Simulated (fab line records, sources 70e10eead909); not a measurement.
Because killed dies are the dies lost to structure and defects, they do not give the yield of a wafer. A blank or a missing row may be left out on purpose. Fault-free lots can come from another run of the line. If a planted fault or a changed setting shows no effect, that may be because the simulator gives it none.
A lot that was struck, set against a sound lot | flow nand_harc | 36 out of 1302 route steps
Sound: wafers L883.1, L883.5, L883.6. Wafers L897.1, L897.4, L897.6 were the ones struck. The cause comes at the end.
Per side, at each step with rows, come the tool, then ch with its chambers, and then its first start. Under that, the readings that differ: sound wafers | struck wafers | difference of the means | sigmas: that difference in standard deviations of wafers without a fault.
alike: same words and numbers on both sides, and readings whose means sit less than 2 such deviations apart. not compared: any withheld reading, any reading some wafer has no value for, any bound like >300 that may hide the same value, and any number with overlapping values for which the record gives no deviation.
The two part at a step that has a row with sigmas, a row that says differs or no value, or rows on one side only. Non-overlapping numbers with no deviation appear without sigmas and do not part them. A reading that every wafer of one side lacks parts them only if that side has two wafers or more.

first, 6 steps without rows for these wafers: NHARC_A_WL_FILL_STRIP_27 (strips in N2/H2, time 20 s); NHARC_A_WL_FILL_STRIP_28 (strips in post etch residue remover, time 1200 s); NHARC_A_WL_FILL_PRECLEAN_06 (cleans in DIW, time 300 s); NHARC_A_WL_FILL_SRD_07; NHARC_A_WL_FILL_ANNEAL_08 (time 1800 s); NHARC_A_WL_FILL_ALD_10 (deposits SiO2, target thk 50 nm, pulse time 10 s, ald cycles 500).
NHARC_A_WL_FILL_ETCHBACK_16: etches the open film in C4F8/O2/Ar, target depth 120 nm, time 24 s.
  sound: rie_diel-06 ch 0,1; struck: rie_diel-13 ch 1,2,3
  reading               | sound             | struck            | difference | sigmas
  oes_product_au (a.u.) | 0.987 1.009 0.990 | 0.922 0.933 0.930 | -0.067     | -2
  alike: rf_vpp_V
  not compared: rf_hours_counter_h
then, 4 steps without rows for these wafers: NHARC_A_WL_FILL_STRIP_29 (strips in O2, time 20 s); NHARC_A_WL_FILL_ETCHBACK_17 (etches the open film in Cl2/BCl3, target depth 4 nm, time 26.7 s); NHARC_A_WL_FILL_PRECLEAN_18 (cleans in dHF, time 30 s); NHARC_A_WL_FILL_SRD_21.
NHARC_A_WL_FILL_CVD_23: deposits poly-Si, target thk 40 nm, time 800 s.
  sound on lpcvd_poly-04 ch 0, day 22 22:59; struck on lpcvd_poly-02 ch 0, day 28 06:41
  alike: zone_power_lower_pct
NHARC_A_WL_FILL_ETCHBACK_26: etches the open film in HBr, target depth 52 nm, time 13.3 s.
  sound on rie_si-01 ch 0,1,2, day 23 01:37; struck on rie_si-01 ch 1,2,3, day 28 09:18
  alike: drypump_motor_current_A, oes_product_au, throttle_valve_pct
  not compared: rf_hours_counter_h
then, 2 steps without rows for these wafers: NHARC_A_WL_FILL_PRECLEAN_30 (cleans in dHF, time 10 s); NHARC_A_WL_FILL_SRD_14.
NHARC_A_WL_FILL_ALD_19: deposits TiN, target thk 2 nm, pulse time 3 s, ald cycles 100.
  sound on ald_metal-03 ch 0,3, day 23 01:52; struck on ald_metal-03 ch 0,1,3, day 28 09:35
  alike: heater_power_w, precursor_pulse_height_rel
then, 5 steps without rows for these wafers: NHARC_A_WL_FILL_CVD_20 (deposits W, target thk 100 nm, time 74 s); NHARC_A_WL_FILL_CMP_12 (polishes, t overpolish 30 s, target thk 100 nm); NHARC_A_WL_FILL_SRD_31; NHARC_A_CONTACT_DEP_24 (deposits SiO2, target thk 500 nm); NHARC_A_CONTACT_DEP_28 (deposits aC, target thk 7000 nm).
NHARC_A_CONTACT_DEP_29: deposits SiON, target thk 100 nm.
  sound on pecvd-03 ch 0,2, day 23 09:43; struck on pecvd-04 ch 0,1,2, day 28 17:26
  reading            | sound       | struck      | difference | sigmas
  heater_power_w (W) | 668 684 675 | 882 857 802 | +171       | +2
then, 10 steps without rows for these wafers: NHARC_A_CONTACT_DEHYDRATE_32 (time 120 s); NHARC_A_CONTACT_HMDS_33 (time 30 s); NHARC_A_CONTACT_COAT_34 (time 75 s); NHARC_A_CONTACT_COAT_35 (time 65 s); NHARC_A_CONTACT_COAT_36 (resist thk 90 nm); NHARC_A_CONTACT_SOFTBAKE_37 (time 55 s); NHARC_A_CONTACT_EBR_38; NHARC_A_CONTACT_EXPOSE_39 (exposes mask A CC 3); NHARC_A_CONTACT_PEB_40 (peb time 65 s); NHARC_A_CONTACT_DEVELOP_41 (develop time 35 s).
NHARC_A_CONTACT_CD_MEAS_42: target cd 300 nm.
  sound on cd_sem-03 ch 0, day 23 10:23; struck on cd_sem-02 ch 0, day 28 18:09
  alike: cd_nm
NHARC_A_CONTACT_OVL_MEAS_43:
  sound on overlay-01, day 23 10:28; struck on overlay-02, day 28 18:14
  reading           | sound        | struck         | difference | sigmas
  overlay_x_nm (nm) | 0.4 0.6 -0.1 | -1.7 -1.7 -1.5 | -1.9       | -2
  alike: overlay_y_nm
NHARC_A_CONTACT_DESCUM_47: chemistry O2, time 3 s.
  sound on rie_diel-12 ch 0,1, day 23 10:34; struck on rie_diel-03 ch 0,1,2, day 28 18:21
  reading                | sound                | struck               | difference | sigmas
  throttle_valve_pct (%) | 11.326 11.323 11.332 | 11.307 11.301 11.310 | -0.021     | -2
  alike: drypump_motor_current_A, oes_product_au, rf_vpp_V, showerhead_plenum_p_Torr
  not compared: rf_hours_counter_h
-- break in the record here, with 3 days between the starts of the struck wafers on either side (left off in module A_CONTACT, picked up again in module END, where the first step shown is number 1302 on the route) --
NHARC_END_SORT_01:
  only the struck wafers appear in the record here, on prober-01 ch 0 at day 31 18:25; the sound ones have no rows

## WHERE THEY PART
At NHARC_A_WL_FILL_ETCHBACK_16 first; at NHARC_END_SORT_01 last (within this record only).

WHY: whatever the simulator had introduced
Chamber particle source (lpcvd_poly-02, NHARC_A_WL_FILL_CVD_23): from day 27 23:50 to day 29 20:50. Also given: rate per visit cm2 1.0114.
